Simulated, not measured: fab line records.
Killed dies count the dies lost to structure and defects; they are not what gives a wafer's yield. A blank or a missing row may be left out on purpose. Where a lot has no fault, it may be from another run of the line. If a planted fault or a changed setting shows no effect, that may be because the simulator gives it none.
8D (eight disciplines) problem report, filled in by code -- flow n5_finfet -- the parts of the form that need people (team, actions taken, sign-off) are left out

## 1. PROBLEM STATEMENT
At N5_BEOL_M11_COAT_05, spin_speed_rpm averages 1315.0 rpm over 6 wafers from 2 lots, while fault-free wafers read 1500.1 rpm, standard deviation 1. So: -99 or more standard deviations from the usual mean.
The step: resist thk 90 nm.
Earliest sighting: wafer L608.3 on litho_track-02 at day 11 09:28. The record holds 18 wafers of 6 lots with a number at this step. By rule, "out" or "out of limits" means more than 4 standard deviations away from the usual mean. The other wafers with a number count as sound.

## 2. WHAT IT IS AND WHAT IT IS NOT
question,is,is not
which readings at this step,spin_speed_rpm,-
which lots,"L608, L609","L606, L610, L614, L625"
which wafers of those lots,all that have a number,-
read on which tools,litho_track-02,"litho_track-03, litho_track-05"
when,from day 11 09:28,"up to then (3 sound wafers); but 9 sound wafers of L610, L614, L625 came after"

## 3. THE SUSPECTS, EACH WITH WHAT RULES IT OUT
Counting: any tool at a process step up to the reading is kept as a suspect provided that every lot that is out went through it and no sound lot did after the first of them.
- pvd_sputter-03 at N5_BEOL_M11_HM_DEP_02 (deposits TiN, target thk 20 nm): ruled out as a lasting fault. The sound lots L625 went through it after L608, its earliest lot that is out (day 11 09:20).
- litho_track-02 at N5_BEOL_M11_COAT_05 (resist thk 90 nm): kept. Every lot that is out went through it, starting with L608 (day 11 09:28), and after that it ran no sound lot; the last sound lot it ran before then is L606 (day 11 01:05). On those wafers its own readings are out: spin_speed_rpm.
The count leaves litho_track-02 at N5_BEOL_M11_COAT_05.

## 4. THE CAUSE (what the simulator had put in)
Process parameters drifting: litho_track-02 at N5_BEOL_M11_COAT_05, beginning at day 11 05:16. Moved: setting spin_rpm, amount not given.
Counting left only this tool.

## 5. THE CHAIN OF EFFECTS, in route order
Rows list readings where the struck wafers' mean (over those with a number) sits beyond 3 standard deviations from the usual. Scope: only readings with a usual standard deviation given in the record; hours: median across lots of the time from each lot's start at the first step in this table that gives one to its start at this step; sigmas: change in usual standard deviations.
hours,step,reading,usual,on struck wafers,change,sigmas
0,N5_BEOL_M11_COAT_05,spin_speed_rpm,1500.1 rpm,1315.0,-185.1,-99 or more
Process steps it contains:
- N5_BEOL_M11_COAT_05: resist thk 90 nm.
Later steps that measure or inspect, where all struck wafers having a row at the step show a number for every such reading and not one has moved that far: N5_BEOL_M11_CD_MEAS_11, N5_BEOL_M11_OVL_MEAS_12, N5_BEOL_M11_INSPECT_13.

## 6. HOW IT WOULD HAVE BEEN CAUGHT EARLIER
First out-of-limits reading in this record: day 11 09:28, which is 4 hours after fault onset at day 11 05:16.
